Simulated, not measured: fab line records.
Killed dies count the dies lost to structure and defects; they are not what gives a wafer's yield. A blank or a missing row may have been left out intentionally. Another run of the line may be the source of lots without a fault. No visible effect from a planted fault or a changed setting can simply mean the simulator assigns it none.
Chamber matching || flow n5Finfet || rieDiel-04 running N5_FIN_CUT_STRIP_22: 4 sister chambers
The step strips in N2/H2. 4 wafers are shown with their chamber, then 8 later ones without.

== EACH WAFER AND ITS CHAMBER ==
{"wafer": "L080.2", "chamber": 3, "showerheadPlenumPTorr (Torr)": 3.30}
{"wafer": "L080.6", "chamber": 2, "showerheadPlenumPTorr (Torr)": 3.20}
{"wafer": "L081.6", "chamber": 0, "showerheadPlenumPTorr (Torr)": 3.37}
{"wafer": "L082.1", "chamber": 1, "showerheadPlenumPTorr (Torr)": 3.38}

== WAFERS WITHOUT THEIR CHAMBER ==
{"wafer": "L082.2", "showerheadPlenumPTorr (Torr)": 3.30}
{"wafer": "L082.5", "showerheadPlenumPTorr (Torr)": 3.30}
{"wafer": "L083.2", "showerheadPlenumPTorr (Torr)": 3.38}
{"wafer": "L083.5", "showerheadPlenumPTorr (Torr)": 3.29}
{"wafer": "L083.6", "showerheadPlenumPTorr (Torr)": 3.20}
{"wafer": "L097.1", "showerheadPlenumPTorr (Torr)": 3.37}
{"wafer": "L097.5", "showerheadPlenumPTorr (Torr)": 3.19}
{"wafer": "L097.6", "showerheadPlenumPTorr (Torr)": 3.35}

== WHICH CHAMBER EACH ONE RAN IN ==
{"wafer": "L082.2", "from the rows above": 3, "in truth": 3}
{"wafer": "L082.5", "from the rows above": 3, "in truth": 3}
{"wafer": "L083.2", "from the rows above": "can't be placed: 1 or 0", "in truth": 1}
{"wafer": "L083.5", "from the rows above": 3, "in truth": 3}
{"wafer": "L083.6", "from the rows above": 2, "in truth": 2}
{"wafer": "L097.1", "from the rows above": "can't be placed: 0 or 1", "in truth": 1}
{"wafer": "L097.5", "from the rows above": 2, "in truth": 2}
{"wafer": "L097.6", "from the rows above": "can't be placed: 0 or 1", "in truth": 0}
5 of 8 placed correctly. These rows do not allow placing 3 (true chamber among the candidates in 3). 0 placed wrongly.
How it was worked out, from the rows above alone: a wafer's distance from a chamber is the root of the sum, over the readings, of the square of ((its reading less the chamber's mean) divided by the reading's scatter). The wafer belongs to the nearest chamber; if the next one is less than 2 further off, it can't be placed. A chamber's mean is the mean of its shown wafers. The scatter (one wafer shown for each chamber): square how far every hidden wafer sits from the nearest shown wafer, average those squares and take the square root.
